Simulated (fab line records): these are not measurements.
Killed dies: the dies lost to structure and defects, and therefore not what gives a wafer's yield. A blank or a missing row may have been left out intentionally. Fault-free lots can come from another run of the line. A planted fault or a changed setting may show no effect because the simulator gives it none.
Matching of chambers | flow nand harc | rie diel-12 running NHARC_P_ZERO_WELL_DESCUM_26: 4 sister chambers
The step chemistry O2, time 3 s. 16 wafers are shown with their chamber, then 8 later ones without.

## EACH WAFER AND ITS CHAMBER
wafer  | chamber | drypump motor current A (A) | oes product au (a.u.) | throttle valve pct (%)
L075.3 | 3       | 6.1                         | 0.991                 | 11.316
L075.4 | 0       | 6.4                         | 0.997                 | 11.331
L075.6 | 3       | 6.1                         | 0.981                 | 11.313
L078.2 | 1       | 5.9                         | 1.002                 | 11.316
L078.4 | 0       | 6.4                         | 1.009                 | 11.314
L078.6 | 1       | 5.9                         | 1.003                 | 11.300
L080.1 | 3       | 6.1                         | 0.994                 | 11.315
L080.2 | 2       | 6.0                         | 0.999                 | 11.308
L080.4 | 0       | 6.4                         | 1.006                 | 11.304
L083.4 | 0       | 6.4                         | 0.996                 | 11.322
L083.5 | 1       | 5.9                         | 1.002                 | 11.309
L083.6 | 2       | 6.0                         | 0.989                 | 11.297
L085.4 | 1       | 6.0                         | 1.004                 | 11.322
L085.5 | 0       | 6.4                         | 0.998                 | 11.314
L085.6 | 1       | 5.9                         | 0.997                 | 11.308
L091.1 | 3       | 6.1                         | 1.006                 | 11.300

SIGNATURES (averages over the wafers above)
reading                 | chamber 0 | chamber 1 | chamber 2 | chamber 3 | scatter within a chamber
drypump motor current A | 6.400     | 5.920     | 6.000     | 6.100     | 0.0258
oes product au          | 1.00120   | 1.00160   | 0.99400   | 0.99300   | 0.00668
throttle valve pct      | 11.31700  | 11.31100  | 11.30250  | 11.31100  | 0.00873
Rule: for a wafer and a chamber, the distance is found by dividing, reading by reading, the gap between the wafer's reading and the chamber's mean by the reading's scatter, squaring, summing and taking the root. The wafer belongs to the nearest chamber; if the next one is less than 2 further off, it can't be placed. The scatter: the root of (the sum of the squares of (reading less its chamber's mean) over the shown wafers, divided by (wafers less chambers)).

## WAFERS MISSING THEIR CHAMBER
wafer  | drypump motor current A (A) | oes product au (a.u.) | throttle valve pct (%)
L091.2 | 6.4                         | 1.010                 | 11.315
L091.5 | 6.1                         | 0.991                 | 11.311
L092.1 | 6.4                         | 1.003                 | 11.297
L092.5 | 6.0                         | 0.982                 | 11.306
L092.6 | 5.9                         | 1.002                 | 11.296
L095.1 | 5.9                         | 1.001                 | 11.304
L095.2 | 5.9                         | 0.987                 | 11.307
L095.5 | 6.0                         | 0.997                 | 11.313

## THE CHAMBER EACH PASSED THROUGH
wafer  | from the rows above     | in truth
L091.2 | 0                       | 0
L091.5 | 3                       | 3
L092.1 | 0                       | 0
L092.5 | 2                       | 2
L092.6 | 1                       | 1
L095.1 | 1                       | 1
L095.2 | can't be placed: 1 or 2 | 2
L095.5 | can't be placed: 2 or 1 | 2
Placed correctly: 6 of 8. Can't be placed from these rows: 2 (the true chamber is among the candidates in 2). Number placed wrongly: 0.
